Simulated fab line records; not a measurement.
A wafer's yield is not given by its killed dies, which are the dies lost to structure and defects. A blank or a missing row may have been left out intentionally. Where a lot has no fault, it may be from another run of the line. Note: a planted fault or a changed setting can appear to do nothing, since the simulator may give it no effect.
fab line records | flow nand-harc
[record] lots = 6 | wafers = 17 | last-day = 30
route steps=1302 shown THIN_TSV@1244
lots untouched by any fault: they come from a run of this same line in which no faults occurred
start-h: start of the lot's first displayed wafer, in hours after the record's first day | wait-h: time in hours since the lot's previous step | " as in the row above | L1.1+2: a row that stands for several wafers | - no value, or no start given | * or withheld: withheld | < > ~ a bound
route shown NAME@n: NAME is a module with steps in the file, n the number in the route of the first one | usual: the fault-free wafers' mean and standard deviation | same: alike in all rows | chamber/n: place in a boat | sites: per-site readings | _std_site: how widely they spread, as a standard deviation | _edge_site: mean of outer sites minus mean of inner sites | radius-mm: how far each site lies from the wafer's centre | mask NAME#n: copy n | behind: the most recent tool/chamber to have shaped the wafer | hold: why the lot was held/for how many hours/how that ended | device: transistor that didn't switch, given as n, p or np | end of line: tests of these same wafers at the route's end | a step without rows: its recipe alone | killed: count of dies lost to structure and defects at first sort (not the wafer's yield) | map: per-die view of a wafer (x killed, . not killed, _ where there is no die)
set.NAME: setting as actually run; set.NAME@STEP: the setting as run at that earlier step | model.NAME: the simulator's own value behind a step, which no gauge read
lots at some steps of the route; a table a step, a row a wafer
services: from which hour (start-h, from the record's first day; less than 0 if before it) a tool's chamber was out of use, for how many hours, and why
[[steps]]
[step NHARC_THIN_TSV_GRIND_00]
[recipe] target-thk-um = 6
[step NHARC_THIN_TSV_CMP_01]
[recipe] target-thk-um = 3
[usual] motor-current-A = 12.0/1.1
lot.wafer | tool   | chamber | start-h | wait-h | motor-current-A
L523.2    | cmp-04 | 2       | 582.65  | 0.8    | 13.5
L523.3    | "      | 1       | "       | "      | 10.7
L523.5    | "      | 2       | "       | "      | 13.8
L526.2    | cmp-03 | 0       | 626.49  | 0.8    | 11.5
L526.1    | "      | 1       | "       | "      | 12.5
L526.5    | "      | 1       | "       | "      | 13.4
L529.4    | cmp-02 | 0       | 662.49  | 0.4    | 13.3
L529.1    | "      | 2       | "       | "      | 10.3
L529.6    | "      | 0       | "       | "      | 12.9
L531.2    | cmp-04 | 3       | 663.73  | 0.9    | 11.2
L531.3    | "      | 0       | "       | "      | 12.3
L531.5    | "      | 2       | "       | "      | 12.6
L532.3    | cmp-03 | 3       | 684.95  | 0.6    | 11.7
L532.1    | "      | 0       | "       | "      | 11.9
L532.4    | "      | 1       | "       | "      | 13.8
L533.4    | cmp-02 | 0       | 708.97  | 0.5    | 13.3
L533.5    | "      | 2       | "       | "      | 9.7
[step NHARC_THIN_TSV_THK_MEAS_02]
[recipe] thk-meas-gauge = ir
[usual] thk-nm = 2930/250
lot.wafer | tool          | chamber | start-h | wait-h | thk-nm
L523.2    | film-metro-01 | -       | 582.91  | 0.2    | 3124
L523.3    | "             | -       | "       | "      | 2949
L523.5    | "             | -       | "       | "      | 3086
L526.1    | film-metro-02 | -       | 626.75  | -      | 2953
L526.2    | "             | -       | "       | "      | 3258
L526.5    | "             | -       | "       | "      | 3049
L529.1    | film-metro-01 | -       | 662.73  | -      | 2678
L529.4    | "             | -       | "       | "      | 3283
L529.6    | "             | -       | "       | "      | 3683
L531.2    | film-metro-01 | -       | 663.94  | -      | 3001
L531.3    | "             | -       | "       | "      | 3021
L531.5    | "             | -       | "       | "      | 3405
L532.1    | film-metro-02 | -       | 685.22  | -      | 3061
L532.3    | "             | -       | "       | "      | 3104
L532.4    | "             | -       | "       | "      | 3029
L533.4    | film-metro-01 | -       | 709.18  | -      | 2853
L533.5    | "             | -       | "       | "      | 2854
[step NHARC_THIN_TSV_SRD_03]
[step NHARC_THIN_TSV_PRECLEAN_41]
[recipe] time-s = * | temp-c = 50 | bath-age-min = 0 | chemistry = SC1
[step NHARC_THIN_TSV_SRD_42]
[step NHARC_THIN_TSV_DEP_43]
[recipe] target-thk-a = 13285 | temp-c = withheld | pressure-torr = 6.5 | rf-w = 900 | teos-flow-sccm = 161.4 | flow-sccm = 2650 | target-thk-nm = 1328.5 | gas = O2 | material = SiO2
[step NHARC_THIN_TSV_DEHYDRATE_04]
[recipe] temp-c = 150 | time-s = 120
[step NHARC_THIN_TSV_HMDS_05]
[recipe] time-s = 30
[step NHARC_THIN_TSV_COAT_06]
[recipe] spin-rpm = *
[step NHARC_THIN_TSV_SOFTBAKE_07]
[recipe] temp-c = 122 | time-s = 95
[step NHARC_THIN_TSV_EBR_08]
[step NHARC_THIN_TSV_EXPOSE_09]
[recipe] na = 0.55 | dose-mj = 30.7 | mask-id = TSV
[usual] exposure-dose-mJ-cm2 = 30.77/0.11
lot.wafer | tool           | chamber | start-h | wait-h | mask  | exposure-dose-mJ-cm2
L523.2    | krf-scanner-04 | 0       | 583.72  | -      | TSV#0 | 30.63
L523.3    | "              | 0       | "       | "      | TSV#0 | 30.64
L523.5    | "              | 0       | "       | "      | TSV#0 | 30.67
L526.1    | krf-scanner-01 | 0       | 627.55  | -      | TSV#0 | 30.79
L526.2    | "              | 0       | "       | "      | TSV#0 | 30.76
L526.5    | "              | 0       | "       | "      | TSV#0 | 30.79
L529.1    | krf-scanner-04 | 0       | 663.51  | -      | TSV#0 | 42.15
L529.4    | "              | 0       | "       | "      | TSV#0 | 42.13
L529.6    | "              | 0       | "       | "      | TSV#0 | 42.10
L531.2    | krf-scanner-02 | 0       | 664.84  | -      | TSV#0 | 30.97
L531.3    | "              | 0       | "       | "      | TSV#0 | 30.97
L531.5    | "              | 0       | "       | "      | TSV#0 | 30.97
L532.1    | krf-scanner-01 | 0       | 686.13  | -      | TSV#0 | 30.75
L532.3    | "              | 0       | "       | "      | TSV#0 | 30.82
L532.4    | "              | 0       | "       | "      | TSV#0 | 30.77
L533.4    | krf-scanner-04 | 0       | 710.09  | -      | TSV#0 | 39.10
L533.5    | "              | 0       | "       | "      | TSV#0 | 39.09
[step NHARC_THIN_TSV_PEB_10]
[recipe] peb-temp-c = 118 | peb-time-s = 85
[step NHARC_THIN_TSV_DEVELOP_11]
[recipe] time-s = 70
[step NHARC_THIN_TSV_CD_MEAS_12]
[recipe] target-cd-nm = 1000 | landing-energy-ev = 500
[usual] cd-nm = 1000.8/1.8
lot.wafer | tool      | chamber | start-h | wait-h | cd-nm
L523.2    | cd-sem-02 | 0       | 583.87  | -      | 1000.4
L523.3    | "         | 0       | "       | "      | 1001.3
L523.5    | "         | 0       | "       | "      | 1001.1
L526.1    | cd-sem-02 | 0       | 627.71  | -      | 1001.3
L526.2    | "         | 0       | "       | "      | 1001.3
L526.5    | "         | 0       | "       | "      | 1000.7
L529.1    | cd-sem-01 | 0       | 663.66  | -      | 1010.1
L529.4    | "         | 0       | "       | "      | 1011.5
L529.6    | "         | 0       | "       | "      | 1010.0
L531.2    | cd-sem-03 | 0       | 665.00  | -      | 1002.8
L531.3    | "         | 0       | "       | "      | 1002.9
L531.5    | "         | 0       | "       | "      | 1002.3
L532.1    | cd-sem-02 | 0       | 686.29  | -      | 1001.3
L532.3    | "         | 0       | "       | "      | 1001.8
L532.4    | "         | 0       | "       | "      | 1002.9
L533.4    | cd-sem-03 | 0       | 710.24  | -      | 1010.6
L533.5    | "         | 0       | "       | "      | 1007.5
[step NHARC_THIN_TSV_HARDBAKE_13]
[recipe] temp-c = 125 | time-s = 80
[step NHARC_THIN_TSV_DESCUM_14]
[recipe] time-s = 3 | o2-flow-sccm = 200 | ar-flow-sccm = 0 | bias-power-w = 0 | chemistry = O2
[step NHARC_THIN_TSV_ETCH_44]
[recipe] target-depth-a = 15942 | time-s = 797.1 | cf4-flow-sccm = 150 | o2-flow-sccm = 10 | ar-flow-sccm = 0 | rf-w = 300 | bias-w = 800 | chemistry = CF4/O2
[step NHARC_THIN_TSV_ETCH_15]
[recipe] target-depth-a = 30000 | bosch-target-overetch-cycles = 2 | bosch-etch-step-s = 2.8 | bosch-dep-step-s = 1.2 | bosch-cycles = 14
[usual] drypump-motor-current-A = 5.6/0.42
lot.wafer | tool      | chamber | start-h | wait-h | drypump-motor-current-A | rf-hours-counter-h
L523.2    | rie-si-03 | 3       | 584.68  | -      | 5.7                     | 0
L523.3    | "         | 0       | "       | "      | 5.1                     | 0
L523.5    | "         | 3       | "       | "      | 5.6                     | -
L526.2    | rie-si-02 | 3       | 628.69  | -      | 4.7                     | 0.9
L526.1    | "         | 0       | "       | "      | 5.7                     | 1.0
L526.5    | "         | 1       | "       | "      | 6.0                     | -
L529.4    | rie-si-04 | 2       | 664.47  | -      | 6.1                     | 0.9
L529.1    | "         | 0       | "       | "      | 5.9                     | 0.8
L529.6    | "         | 2       | "       | "      | 6.1                     | -
L531.3    | rie-si-02 | 1       | 665.81  | -      | 6.0                     | 0.1
L531.2    | "         | 2       | "       | "      | 5.3                     | 0.1
L531.5    | "         | 1       | "       | "      | 6.0                     | -
L532.3    | rie-si-03 | 2       | 687.13  | -      | 6.0                     | 0.5
L532.4    | "         | 3       | "       | "      | 5.7                     | 0.6
L532.1    | "         | 0       | "       | "      | 5.0                     | 0.6
L533.4    | rie-si-04 | 3       | 711.07  | -      | 5.5                     | 0
L533.5    | "         | 2       | "       | "      | 6.1                     | -
[step NHARC_THIN_TSV_CD_MEAS_16]
[usual] cd-nm = 1000.8/2
lot.wafer | tool      | chamber | start-h | wait-h | cd-nm
L523.2    | cd-sem-02 | -       | 584.83  | 0.1    | 1000.5
L523.3    | "         | -       | "       | "      | 1001.2
L523.5    | "         | -       | "       | "      | 1000.6
L526.1    | cd-sem-02 | -       | 628.81  | 0.1    | 1001.1
L526.2    | "         | -       | "       | "      | 1001.6
L526.5    | "         | -       | "       | "      | 1000.3
L529.1    | cd-sem-02 | -       | 664.61  | 0.1    | 1009.8
L529.4    | "         | -       | "       | "      | 1011.9
L529.6    | "         | -       | "       | "      | 1010.5
L531.2    | cd-sem-01 | -       | 665.96  | 0.1    | 1002.7
L531.3    | "         | -       | "       | "      | 1004.3
L531.5    | "         | -       | "       | "      | 1002.4
L532.1    | cd-sem-02 | -       | 687.26  | 0.1    | 1001.5
L532.3    | "         | -       | "       | "      | 1002.5
L532.4    | "         | -       | "       | "      | 1002.1
L533.4    | cd-sem-03 | -       | 711.21  | 0.1    | 1010.8
L533.5    | "         | -       | "       | "      | 1006.9
[step NHARC_THIN_TSV_STRIP_45]
[recipe] power-w = 1500 | temp-c = 250 | chemistry = O2
[usual] drypump-motor-current-A = 5.8/0.43 | heater-power-w = 336/13
lot.wafer | tool            | chamber | start-h | wait-h | drypump-motor-current-A | heater-power-w | rf-hours-counter-h
L523.2    | plasma-asher-02 | 0       | 584.90  | 0.1    | 5.7                     | 370            | 33
L523.3    | "               | 1       | "       | "      | 5.1                     | 327            | -
L523.5    | "               | 1       | "       | "      | 5.1                     | 327            | -
L526.1    | plasma-asher-02 | 0       | 628.88  | 0.1    | 5.7                     | 350            | 3
L526.2    | "               | 1       | "       | "      | 5.1                     | 338            | 3
L526.5    | "               | 1       | "       | "      | 5.1                     | 343            | -
L529.1    | plasma-asher-01 | 0       | 664.69  | 0.1    | 6.0                     | 323            | 30
L529.4    | "               | 0       | "       | "      | 6.0                     | 327            | -
L529.6    | "               | 0       | "       | "      | 6.0                     | 325            | -
L531.2    | plasma-asher-02 | 1       | 666.07  | 0.1    | 5.1                     | 335            | 10
L531.3    | "               | 1       | "       | "      | 5.0                     | 332            | -
L531.5    | "               | 1       | "       | "      | 5.1                     | 344            | -
L532.1    | plasma-asher-01 | 1       | 687.34  | 0.1    | 6.2                     | 331            | 34
L532.4    | "               | 1       | "       | "      | 6.2                     | 340            | -
L532.3    | "               | 0       | "       | "      | 6.0                     | 323            | -
L533.4    | plasma-asher-01 | 1       | 711.37  | 0.2    | 6.2                     | 342            | -
L533.5    | "               | 1       | "       | "      | 6.2                     | 343            | -
[step NHARC_THIN_TSV_STRIP_46]
[recipe] time-s = 1200 | temp-c = 72.5 | chemistry = post-etch-residue-remover
[step NHARC_THIN_TSV_DEP_47]
[recipe] target-thk-a = 2000 | temp-c = withheld | pressure-torr = 6.5 | rf-w = 900 | teos-flow-sccm = 161.4 | flow-sccm = 2650 | target-thk-nm = 200 | gas = O2 | material = SiO2
[step NHARC_THIN_TSV_ETCHBACK_48]
[recipe] target-depth-a = 10285 | over-etch-frac = 0.3 | time-s = 405.17 | ion-energy-ev = 250 | c4f8-flow-sccm = withheld | ar-flow-sccm = withheld | rf-w = 600 | bias-w = 300 | chemistry = C4F8/Ar
[step NHARC_THIN_TSV_STRIP_62]
[recipe] power-w = 1500 | temp-c = 250 | time-s = 20 | chemistry = N2/H2
[step NHARC_THIN_TSV_DEGAS_49]
[recipe] temp-c = 300 | time-s = 120
[usual] heater-power-w = 468/48 | susceptor-temp-C = 299.98/0.2
lot.wafer | tool           | chamber | start-h | wait-h | heater-power-w | susceptor-temp-C
L523.2    | pvd-sputter-03 | -       | 586.62  | 0.1    | 420            | 299.98
L523.3    | "              | -       | "       | "      | 439            | 299.77
L523.5    | "              | -       | "       | "      | 424            | 300.05
L526.1    | pvd-sputter-02 | -       | 630.62  | 0.2    | 504            | 300.07
L526.2    | "              | -       | "       | "      | 455            | 299.89
L526.5    | "              | -       | "       | "      | 392            | 300.15
L529.4    | pvd-sputter-01 | -       | 666.48  | 0.1    | 420            | 299.97
L529.1    | "              | -       | "       | "      | 475            | 300.30
L529.6    | "              | -       | "       | "      | 515            | 300.23
L531.3    | pvd-sputter-03 | -       | 667.77  | 0.1    | 534            | 300.20
L531.2    | "              | -       | "       | "      | 428            | 300.05
L531.5    | "              | -       | "       | "      | 439            | 300.36
L532.1    | pvd-sputter-02 | -       | 689.07  | 0.1    | 383            | 299.85
L532.3    | "              | -       | "       | "      | 468            | 300.08
L532.4    | "              | -       | "       | "      | 472            | 299.91
L533.4    | pvd-sputter-02 | -       | 713.21  | 0.1    | 379            | 299.81
L533.5    | "              | -       | "       | "      | 534            | 300.01
[step NHARC_THIN_TSV_PRE_CLEAN_50]
[recipe] time-s = 30 | temp-c = 280 | gas = H2/He
[usual] heater-power-w = 410/41 | susceptor-temp-C = 280.03/0.18
lot.wafer | tool           | chamber | start-h | wait-h | heater-power-w | susceptor-temp-C
L523.2    | pvd-sputter-03 | -       | -       | -      | 381            | 279.93
L523.3    | "              | -       | "       | "      | 466            | 279.63
L523.5    | "              | -       | "       | "      | 392            | 279.95
L526.2    | pvd-sputter-02 | -       | -       | -      | 408            | 279.93
L526.1    | "              | -       | "       | "      | 332            | 279.74
L526.5    | "              | -       | "       | "      | 402            | 279.93
L529.4    | pvd-sputter-01 | -       | -       | -      | 366            | -
L529.1    | "              | -       | "       | "      | 411            | -
L529.6    | "              | -       | "       | "      | 457            | -
L531.2    | pvd-sputter-03 | -       | -       | -      | 375            | 280.25
L531.3    | "              | -       | "       | "      | 392            | 280.49
L531.5    | "              | -       | "       | "      | 480            | 279.98
L532.3    | pvd-sputter-02 | -       | -       | -      | 459            | -
L532.4    | "              | -       | "       | "      | 392            | -
L532.1    | "              | -       | "       | "      | 408            | -
L533.4    | pvd-sputter-02 | -       | -       | -      | 411            | -
L533.5    | "              | -       | "       | "      | 405            | -
[step NHARC_THIN_TSV_PVD_19]
[recipe] target-thk-a = 200 | chamber-pressure-pa = 5 | material = TaN
[step NHARC_THIN_TSV_PVD_51]
[recipe] target-thk-a = 1000 | chamber-pressure-pa = 5 | material = Cu
[step NHARC_THIN_TSV_ECD_20]
[recipe] target-thk-a = 20000 | material = Cu
[step NHARC_THIN_TSV_ANNEAL_52]
[recipe] temp-c = 225 | time-s = 90
[step NHARC_THIN_TSV_CMP_21]
[recipe] t-overpolish-s = 30 | target-thk-nm = 2000
[step NHARC_THIN_TSV_SRD_23]
[step NHARC_THIN_TSV_DEGAS_53]
[recipe] temp-c = 300 | time-s = 60
[step NHARC_THIN_TSV_PRE_CLEAN_54]
[recipe] time-s = 30 | temp-c = 280 | gas = H2/He
[step NHARC_THIN_TSV_PVD_55]
[recipe] target-thk-a = 500 | material = TiN
[step NHARC_THIN_TSV_PVD_24]
[recipe] target-thk-a = 8000 | power-w = withheld | chamber-pressure-pa = withheld | substrate-temp-c = withheld | time-s = withheld | gas = Ar | material = Al
[step NHARC_THIN_TSV_DEHYDRATE_25]
[recipe] temp-c = 150 | time-s = 120
[step NHARC_THIN_TSV_HMDS_26]
[recipe] time-s = 30
[step NHARC_THIN_TSV_COAT_27]
[recipe] spin-rpm = *
[step NHARC_THIN_TSV_CD_MEAS_37]
[usual] cd-nm = 5001.4/2.6
lot.wafer | tool      | chamber | start-h | wait-h | cd-nm
L523.2    | cd-sem-02 | -       | 591.22  | -      | 4999.9
L523.3    | "         | -       | "       | "      | 5000.9
L523.5    | "         | -       | "       | "      | 4998.2
L526.1    | cd-sem-03 | -       | 635.06  | -      | 5004.6
L526.2    | "         | -       | "       | "      | 5004.8
L526.5    | "         | -       | "       | "      | 5002.2
L529.1    | cd-sem-01 | -       | 670.95  | -      | 5011.2
L529.4    | "         | -       | "       | "      | 5014.3
L529.6    | "         | -       | "       | "      | 5012.3
L531.2    | cd-sem-01 | -       | 672.23  | -      | 5003.0
L531.3    | "         | -       | "       | "      | 5004.6
L531.5    | "         | -       | "       | "      | 5002.6
L532.1    | cd-sem-02 | -       | 693.68  | -      | 5002.6
L532.3    | "         | -       | "       | "      | 5003.4
L532.4    | "         | -       | "       | "      | 4998.3
L533.4    | cd-sem-02 | -       | 717.75  | -      | 5008.1
L533.5    | "         | -       | "       | "      | 5006.5
[[services]]
tool            | chamber | start-h | hours | kind
pvd-sputter-03  | -       | 559.95  | 4.1   | repair
krf-scanner-04  | -       | 563.16  | 6.7   | repair
rie-si-03       | -       | 575.20  | 9.0   | pm
cmp-04          | -       | 580.08  | 1.0   | repair
pvd-sputter-01  | -       | 582.00  | 10.0  | pm
krf-scanner-01  | -       | 582.62  | 3.5   | repair
krf-scanner-04  | -       | 584.74  | 0.4   | repair
cmp-03          | -       | 586.98  | 3.0   | repair
rie-si-03       | 2       | 592.59  | 9.1   | repair
cmp-04          | -       | 601.04  | 4.0   | pm
plasma-asher-02 | -       | 603.83  | 9.0   | pm
pvd-sputter-03  | -       | 604.24  | 4.8   | repair
rie-si-03       | 0       | 608.50  | 5.9   | repair
pvd-sputter-02  | -       | 614.97  | 15.0  | repair
krf-scanner-04  | -       | 617.31  | 2.2   | repair
krf-scanner-01  | -       | 617.53  | 1.0   | repair
rie-si-02       | -       | 620.15  | 0.4   | repair
krf-scanner-04  | -       | 626.01  | 1.7   | repair
rie-si-02       | -       | 631.00  | 9.0   | pm
pvd-sputter-02  | -       | 638.18  | 10.0  | pm
krf-scanner-04  | -       | 669.21  | 3.0   | repair
plasma-asher-01 | -       | 696.36  | 9.0   | pm
krf-scanner-04  | -       | 698.00  | 4.0   | pm
pvd-sputter-03  | -       | 704.08  | 10.0  | pm
[[key]]
[first-sign] step = NHARC_THIN_TSV_EXPOSE_09 | reading = exposure-dose-mJ-cm2 | direction = up | sigmas = 90 | usual = 30.77 | struck = 40.92
[effect] step = NHARC_THIN_TSV_CD_MEAS_12 | reading = cd-nm | direction = up | sigmas = 4.9 | usual = 1000.8 | struck = 1009.9 | through = control-loop
[effect] step = NHARC_THIN_TSV_CD_MEAS_16 | reading = cd-nm | direction = up | sigmas = 4.5 | usual = 1000.8 | struck = 1010.0 | through = control-loop
[effect] step = NHARC_THIN_TSV_CD_MEAS_37 | reading = cd-nm | direction = up | sigmas = 3.4 | usual = 5001.4 | struck = 5010.5 | through = control-loop
met-at NHARC_THIN_TSV_EXPOSE_09
struck-wafers L529.1,L529.4,L529.6,L533.4,L533.5
sort-left-out L529.1,L529.4,L529.6,L533.4,L533.5
tester-left-out L529,L533
[loop-trim] step = NHARC_THIN_TSV_EXPOSE_09 | setting = dose | lots = L533
onset-between 583.72 663.51
[earlier-fault] kind = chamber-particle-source | tool = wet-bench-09 | chamber = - | onset-h = 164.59 | steps = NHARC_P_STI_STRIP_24 | rate-per-visit-cm2 = 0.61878
[fault] kind = process-parameter-drift | tool = krf-scanner-04 | chamber = - | onset-h = 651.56 | steps = NHARC_THIN_TSV_EXPOSE_09 | channel = dose-mj | offset = 11.487 | shape = step | acts-in = these-recipes-only | stated = 30.7
// tester-left-out: of these lots the tester's yield and bins aren't shown, on N5 and GAA mostly nor the transistor test; their killed dies are dies lost to structure and defects alone, not to doping, threshold or leakage, so they don't give the yield
// sort-left-out: the simulated sort isn't trusted on such a fault, so these wafers' sort isn't shown, and their yield isn't known
// loop-trim: a control loop set the setting to another value than it would have without faults
